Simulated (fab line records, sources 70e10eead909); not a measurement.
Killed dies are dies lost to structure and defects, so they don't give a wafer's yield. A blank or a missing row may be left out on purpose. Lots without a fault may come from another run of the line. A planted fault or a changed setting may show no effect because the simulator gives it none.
Chamber matching | flow nand_harc | NHARC_P_M1_PRE_CLEAN_32 on pecvd-02: 3 sister chambers
The step time 12 s. 24 wafers are shown with their chamber, then 12 later ones without.

WAFERS WITH THEIR CHAMBER
wafer  | chamber | heater_power_w (W)
L077.1 | 0       | 607
L077.5 | 0       | 600
L077.6 | 1       | 604
L078.1 | 2       | 566
L078.4 | 1       | 613
L078.6 | 0       | 553
L082.2 | 1       | 612
L082.4 | 0       | 559
L082.5 | 2       | 656
L083.2 | 2       | 639
L083.4 | 2       | 623
L083.6 | 1       | 544
L087.2 | 0       | 549
L087.3 | 2       | 613
L087.6 | 0       | 549
L088.2 | 1       | 562
L088.4 | 1       | 553
L088.5 | 1       | 551
L091.2 | 0       | 521
L091.4 | 1       | 495
L091.6 | 0       | 528
L090.1 | 0       | 578
L090.5 | 0       | 603
L090.6 | 1       | 606

SIGNATURES (means of the wafers above)
reading        | chamber 0 | chamber 1 | chamber 2 | scatter within a chamber
heater_power_w | 564.70    | 571.11    | 619.40    | 35.4
Rule: a wafer's distance from a chamber is the root of the sum, over the readings, of the square of ((its reading less the chamber's mean) divided by the reading's scatter). The wafer belongs to the nearest chamber; if the next one is less than 2 further off, it can't be placed. The scatter: the root of (the sum of the squares of (reading less its chamber's mean) over the shown wafers, divided by (wafers less chambers)).

WAFERS WITHOUT THEIR CHAMBER
wafer  | heater_power_w (W)
L093.1 | 607
L093.2 | 588
L093.4 | 601
L092.2 | 537
L092.3 | 616
L092.5 | 539
L095.3 | 563
L095.5 | 524
L095.6 | 588
L097.3 | 497
L097.5 | 547
L097.6 | 491

WHICH CHAMBER EACH WENT THROUGH
wafer  | from the rows above          | in truth
L093.1 | can't be placed: 2 or 1 or 0 | 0
L093.2 | can't be placed: 1 or 0 or 2 | 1
L093.4 | can't be placed: 2 or 1 or 0 | 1
L092.2 | can't be placed: 0 or 1 or 2 | 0
L092.3 | can't be placed: 2 or 1 or 0 | 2
L092.5 | can't be placed: 0 or 1 or 2 | 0
L095.3 | can't be placed: 0 or 1 or 2 | 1
L095.5 | can't be placed: 0 or 1 or 2 | 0
L095.6 | can't be placed: 1 or 0 or 2 | 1
L097.3 | can't be placed: 0 or 1 or 2 | 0
L097.5 | can't be placed: 0 or 1 or 2 | 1
L097.6 | can't be placed: 0 or 1 or 2 | 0
Placed correctly: 0 of 12. Can't be placed from these rows: 12 (the true chamber is among the candidates in 12). Placed wrongly: 0.
